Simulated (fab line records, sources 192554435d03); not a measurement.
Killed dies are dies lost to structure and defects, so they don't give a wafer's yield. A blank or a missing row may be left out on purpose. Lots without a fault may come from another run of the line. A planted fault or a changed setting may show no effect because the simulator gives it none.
Problem report in the 8D (eight disciplines) form, filled by code | flow n5_finfet | the parts of the form that need people (team, actions taken, sign-off) are left out
Where a reading is given only as a bound, like >300, the bound stands for it, and a mean or a difference that rests on one is marked > or <: the true number lies beyond.

1. THE PROBLEM
raw_defect_count at N5_BEOL_M0_SAQP_INSPECT_42 reads a mean of 754 on 1 wafer of 1 lot; wafers without a fault read 279 with a standard deviation of 77. That is +6.2 standard deviations from the usual mean.
The step: inspects for defects (brightfield).
First seen on wafer L248.3, day 9 12:17, on defect_inspect-02. The record holds 25 wafers of 9 lots with a number at this step. Rule for "out", or "out of limits": more than 4 standard deviations from the usual mean. The other wafers with a number count as sound.

2. WHAT IT IS AND WHAT IT IS NOT
question                    | is                | is not
which readings at this step | raw_defect_count  | -
which lots                  | L248              | L236, L237, L238, L239, L242, L244, L254, L256
which wafers of those lots  | L248.3            | L248.1, L248.4
read on which gauges        | defect_inspect-02 | defect_inspect-01
when                        | from day 9 12:17  | up to then (19 sound wafers); but 5 sound wafers of L254, L256 came after

3. SUSPECTS, AND WHAT RULES EACH OUT
Counting: a tool at a process step up to the reading stays a suspect if it ran every lot that is out. Sound lots after the first of them don't rule it out here, since some wafers of a struck lot are sound.
- the gauge at N5_BEOL_M0_SAQP_INSPECT_42: ruled out. All the wafers that are out were read on defect_inspect-02, but those of them that N5_PASSIVATION_PROBE_49 has rows for are out there too, on other tools.
- rie_diel-01 at N5_BEOL_M0_SAQP_ETCH_101 (etches SiNx in CH3F/O2, target depth 29.9 nm, time 42.7 s): kept. It ran the lot that is out, L248 (day 9 06:25); its last sound lot up to then is L244 (day 9 05:26).
- vapor_etch-02 at N5_BEOL_M0_SAQP_RECESS_109 (chemistry HF/NH3, target SiO2, target depth 3 nm, afs cycles 1, sublimation time 60 s): kept. It ran the lot that is out, L248 (day 9 08:04); its last sound lot up to then is L244 (day 9 07:20).
- rie_si-03 at N5_BEOL_M0_SAQP_MANDREL2_REMOVE_110 (chemistry HBr/Cl2/O2, target a-Si, stops on SiCN, bt time 10 s): kept. It ran the lot that is out, L248 (day 9 11:46); its last sound lot up to then is L242 (day 9 07:31).
- Within rie_diel-01 at N5_BEOL_M0_SAQP_ETCH_101: the wafers that are out ran in chamber 2; their sound lot-mates ran in chambers 0, 3.
- Within rie_si-03 at N5_BEOL_M0_SAQP_MANDREL2_REMOVE_110: the wafers that are out ran in chamber 2; their sound lot-mates ran in chambers 0, 3.
Left after counting: rie_diel-01 at N5_BEOL_M0_SAQP_ETCH_101, vapor_etch-02 at N5_BEOL_M0_SAQP_RECESS_109, rie_si-03 at N5_BEOL_M0_SAQP_MANDREL2_REMOVE_110.

4. THE CAUSE (what the simulator had put in)
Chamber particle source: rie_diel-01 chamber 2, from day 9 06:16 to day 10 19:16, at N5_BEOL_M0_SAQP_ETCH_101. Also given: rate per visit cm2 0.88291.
Counting left 3 suspects, and this tool is among them.

5. THE CHAIN OF EFFECTS, in route order
Each row: a reading whose mean over the struck wafers that have a number lies more than 3 standard deviations from the usual. Only readings for which the record gives a usual standard deviation are gone through. hours: the time from each lot's start at the first step in this table that gives one to its start at this step, as a median over the lots. sigmas: the change in usual standard deviations.
hours | step                       | reading              | usual  | on struck wafers | change | sigmas
0     | N5_BEOL_M0_SAQP_INSPECT_42 | raw_defect_count     | 279    | 754              | +475   | +6.2
2     | N5_BEOL_M0_CUTY_INSPECT_59 | raw_defect_count     | 2.2    | >300             | >+298  | +99 or more
166   | N5_PASSIVATION_PROBE_49    | defect_limited_yield | 91.2 % | 85.4             | -5.8   | -4.1
166   | N5_PASSIVATION_PROBE_49    | killed_at_M0_to_M3   | 33     | 83               | +50    | +5.3
166   | N5_PASSIVATION_PROBE_49    | killed_dies          | 104    | 172              | +68    | +4.0
166   | N5_PASSIVATION_PROBE_49    | killed_on_rim        | 14     | 32               | +18    | +4.5
166   | N5_PASSIVATION_PROBE_49    | sort_bin_5_function  | 5.1 %  | 9.2              | +4.1   | +4.4
The process steps in it:
- N5_PASSIVATION_PROBE_49
Later measuring or inspecting steps at which every struck wafer that the step has a row for has a number for every such reading, and none has moved that far: N5_BEOL_M4_RC_MEAS_101.

6. WHAT WOULD HAVE CAUGHT IT SOONER
In this record the first reading out of limits at a measuring or inspecting step was taken at day 9 12:17, 6 hours after the fault began at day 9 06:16.
Of the tool readings at N5_BEOL_M0_SAQP_ETCH_101 for which the record gives a usual standard deviation, none was out on any struck wafer, so an alarm limit of 4 standard deviations on them would not have fired.
All the lots that are out (1) had begun N5_BEOL_M0_SAQP_ETCH_101 on rie_diel-01 by day 9 12:17. A hold on the tool at that time would have spared none of them.
